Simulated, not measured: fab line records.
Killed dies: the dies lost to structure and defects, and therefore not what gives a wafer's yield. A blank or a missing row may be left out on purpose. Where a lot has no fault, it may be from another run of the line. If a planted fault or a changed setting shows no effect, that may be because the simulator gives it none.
Comparing a struck lot with a sound one / flow nand harc / 37 out of 1159 route steps
Sound: the wafers L809.1, L809.2, L809.6. Wafers struck: L816.1, L816.2, L816.5. At the end, the cause is stated.
Order at every step that has rows: each side's tool, ch and its chambers, its first start. Under that, the readings that differ: sound wafers / struck wafers / difference of the means / sigmas: that difference in standard deviations of wafers without a fault.
alike: a reading whose means differ by less than 2 such deviations, as well as words and numbers matching on both sides. not compared: withheld readings; readings where some wafer has no value; bounds like >300 that might hide an equal value; numbers whose values overlap and for which the record gives no deviation.
The two part at a step that has a row with sigmas, a row that says differs or no value, or rows on one side only. Non-overlapping numbers with no deviation appear without sigmas and do not part them. A reading missing from all wafers of one side parts the sides only when that side holds two or more wafers.

first, 10 steps without rows for these wafers: NHARC_A_STAIRCASE_EXPOSE_438 (exposes mask STAIR REV); NHARC_A_STAIRCASE_PEB_439 (peb time 130 s); NHARC_A_STAIRCASE_DEVELOP_440 (time 140 s); NHARC_A_STAIRCASE_HARDBAKE_442 (time 140 s); NHARC_A_STAIRCASE_DESCUM_443 (chemistry O2, time 3 s); NHARC_A_STAIRCASE_ETCH_444 (etches the open film in C4F8/O2, target depth 10200 nm, time 3400 s); NHARC_A_STAIRCASE_STRIP_446 (strips in O2); NHARC_A_STAIRCASE_STRIP_447 (strips in SPM, time 900 s); NHARC_A_STAIRCASE_PRECLEAN_448 (cleans in SC1); NHARC_A_STAIRCASE_SRD_449.
NHARC_A_STAIRCASE_CMP_450: polishes SiO2, target thk 200 nm.
  sound on cmp-02 ch 2,3, day 14 10:49; struck on cmp-04 ch 0,2, day 17 04:58
  alike: motor current A
  not compared: pad life wafers
NHARC_A_STAIRCASE_CMP_152: polishes.
  sound on cmp-02 ch 2,3, day 14 10:53; struck on cmp-04 ch 0,2, day 17 05:02
  alike: motor current A
  not compared: pad life wafers
then, 2 steps without rows for these wafers: NHARC_A_STAIRCASE_SRD_154; NHARC_A_STAIRCASE_ETCH_403 (etches SiO2 in dHF, target depth 108.2 nm).
NHARC_A_STAIRCASE_ETCHBACK_422: etches the open film in CH3F/O2, target depth 40 nm, time 74.286 s.
  sound on rie diel-12 ch 1,2,3, day 14 11:22; struck on rie diel-12 ch 2,3, day 17 05:31
  alike: drypump motor current A, o2 flow sccm, oes product au, rf vpp V, showerhead plenum p Torr, throttle valve pct
  not compared: rf hours counter h
then, 1 step without rows for these wafers: NHARC_A_STAIRCASE_ETCH_423 (etches SiO2 in dHF, target depth 30 nm).
NHARC_A_STAIRCASE_ETCHBACK_157: etches the open film in CH3F/O2, target depth 90 nm, time 167.14 s.
  sound on rie diel-12 ch 1,2,3, day 14 11:45; struck on rie diel-10 ch 0,1,2, day 17 05:53
  alike: drypump motor current A, o2 flow sccm, oes product au, rf vpp V, showerhead plenum p Torr, throttle valve pct
  not compared: rf hours counter h
NHARC_A_STAIRCASE_STRIP_475: strips in O2, time 20 s.
  sound: rie diel-12 ch 1,2; struck: rie diel-10 ch 0,1,2
reading=drypump motor current A (A); sound=6.5 6.7 6.7; struck=5.7 5.2 5.2; difference=-1.3; sigmas=-3
reading=oes product au (a.u.); sound=1.015 1.013 1.005; struck=0.987 0.986 0.996; difference=-0.021; sigmas=-2
  alike: o2 flow sccm, rf vpp V, showerhead plenum p Torr, throttle valve pct
  not compared: rf hours counter h
then, 14 steps without rows for these wafers: NHARC_A_STAIRCASE_DEP_471 (deposits SiO2, target thk 100 nm); NHARC_A_STAIRCASE_CMP_472 (polishes SiO2); NHARC_A_STAIRCASE_SRD_474; NHARC_A_SGD_CUT_DEP_00 (deposits SiNx, target thk 50 nm); NHARC_A_SGD_CUT_DEHYDRATE_01 (time 120 s); NHARC_A_SGD_CUT_HMDS_02 (time 30 s); NHARC_A_SGD_CUT_COAT_56 (time 75 s); NHARC_A_SGD_CUT_COAT_57 (time 65 s); NHARC_A_SGD_CUT_COAT_03 (resist thk 90 nm); NHARC_A_SGD_CUT_SOFTBAKE_04 (time 55 s); NHARC_A_SGD_CUT_EBR_05; NHARC_A_SGD_CUT_EXPOSE_06 (exposes mask SGD); NHARC_A_SGD_CUT_PEB_07 (peb time 65 s); NHARC_A_SGD_CUT_DEVELOP_08 (develop time 35 s).
NHARC_A_SGD_CUT_CD_MEAS_09: target cd 100 nm.
  sound on cd sem-01 ch 0, day 14 13:26; struck on cd sem-02 ch 0, day 17 07:38
  alike: cd nm
NHARC_A_SGD_CUT_OVL_MEAS_10:
  sound: overlay-02 at day 14 13:31; struck: overlay-01 at day 17 07:44
reading=overlay y nm (nm); sound=1.6 0.9 1.5; struck=-0.8 -0.8 -0.3; difference=-2.0; sigmas=-3
  alike: overlay x nm
NHARC_A_SGD_CUT_DESCUM_14: chemistry O2, time 3 s.
  sound on rie diel-13 ch 0,3, day 14 13:37; struck on rie diel-02 ch 1,2,3, day 17 07:50
  alike: drypump motor current A, o2 flow sccm, oes product au, rf vpp V, showerhead plenum p Torr, throttle valve pct
  not compared: rf hours counter h
then, 1 step without rows for these wafers: NHARC_A_SGD_CUT_ETCH_58 (etches the open film in CF4, target depth 39 nm, time 65 s).
-- record jumps: 5 days between struck wafers' starts before vs after; left off in module A_SGD_CUT, resumes in module END, first step shown is number 1159 of the route --
NHARC_END_SORT_01:
  sound on prober-01 ch 0, day 20 02:56; struck on prober-02 ch 0, day 22 10:48
reading=killed at array; sound=25 19 19; struck=454 455 458; difference=+435; sigmas=+40
reading=killed dies; sound=30 22 21; struck=456 460 462; difference=+435; sigmas=+40
  alike: killed at other, killed at periphery, killed open, killed short

## WHERE THEY PART
Earliest at NHARC_A_STAIRCASE_STRIP_475; latest, in this record, at NHARC_END_SORT_01.

WHY: the cause the simulator had injected
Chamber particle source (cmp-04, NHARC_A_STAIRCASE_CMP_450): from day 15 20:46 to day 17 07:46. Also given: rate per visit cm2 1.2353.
